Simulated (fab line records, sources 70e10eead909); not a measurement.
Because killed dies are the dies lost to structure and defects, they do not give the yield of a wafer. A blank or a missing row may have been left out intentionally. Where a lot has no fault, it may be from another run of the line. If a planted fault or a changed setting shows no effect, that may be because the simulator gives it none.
Chamber matching + flow nand harc + NHARC_A_BLC_ALD_23 on ald metal-04: 4 sister chambers
The step deposits TiN, target thk 3 nm, pulse time 1 s, ald cycles 150. 14 wafers are shown with their chamber, then 7 later ones without.

## WAFERS, EACH WITH ITS CHAMBER
| wafer  | chamber | heater power w (W) | precursor pulse height rel |
|--------|---------|--------------------|----------------------------|
| L075.3 | 3       | 1206               | 1.032                      |
| L075.5 | 2       | 1022               | 0.994                      |
| L075.6 | 3       | 1165               | 1.000                      |
| L082.1 | 1       | 1059               | 0.977                      |
| L082.2 | 2       | 1010               | 0.972                      |
| L082.5 | 2       | 1060               | 1.004                      |
| L082.3 | 3       | 1185               | 1.015                      |
| L082.4 | 0       | 1098               | 1.003                      |
| L082.6 | 1       | 1080               | 0.983                      |
| L087.3 | 2       | 1051               | 1.011                      |
| L087.4 | 1       | 1052               | 0.996                      |
| L087.5 | 1       | 1059               | 1.007                      |
| L088.1 | 1       | 1068               | 1.035                      |
| L088.4 | 0       | 1095               | 1.005                      |

SIGNATURES (means of the wafers above)
| reading                    | chamber 0 | chamber 1 | chamber 2 | chamber 3 | scatter within a chamber |
|----------------------------|-----------|-----------|-----------|-----------|--------------------------|
| heater power w             | 1096.50   | 1063.60   | 1035.75   | 1185.33   | 17.3                     |
| precursor pulse height rel | 1.00400   | 0.99960   | 0.99525   | 1.01567   | 0.0187                   |
Rule: a wafer's distance from a chamber is the root of the sum, over the readings, of the square of ((its reading less the chamber's mean) divided by the reading's scatter). The wafer belongs to the nearest chamber; if the next one is less than 2 further off, it can't be placed. The scatter: the root of (the sum of the squares of (reading less its chamber's mean) over the shown wafers, divided by (wafers less chambers)).

## WAFERS WHOSE CHAMBER IS MISSING
| wafer  | heater power w (W) | precursor pulse height rel |
|--------|--------------------|----------------------------|
| L088.6 | 1156               | 1.000                      |
| L089.3 | 1044               | 0.979                      |
| L089.4 | 1016               | 1.013                      |
| L089.6 | 1174               | 0.999                      |
| L092.1 | 1069               | 1.016                      |
| L092.4 | 1085               | 1.023                      |
| L092.5 | 1066               | 0.997                      |

## CHAMBER TAKEN BY EACH
| wafer  | from the rows above          | in truth |
|--------|------------------------------|----------|
| L088.6 | can't be placed: 3 or 0      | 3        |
| L089.3 | can't be placed: 2 or 1      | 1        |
| L089.4 | can't be placed: 2 or 1      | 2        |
| L089.6 | 3                            | 3        |
| L092.1 | can't be placed: 1 or 0 or 2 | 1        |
| L092.4 | can't be placed: 0 or 1 or 2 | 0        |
| L092.5 | can't be placed: 1 or 2 or 0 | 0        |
Placed correctly: 1 of 7. These rows do not allow placing 6 (true chamber among the candidates in 6). Wrongly placed: 0.
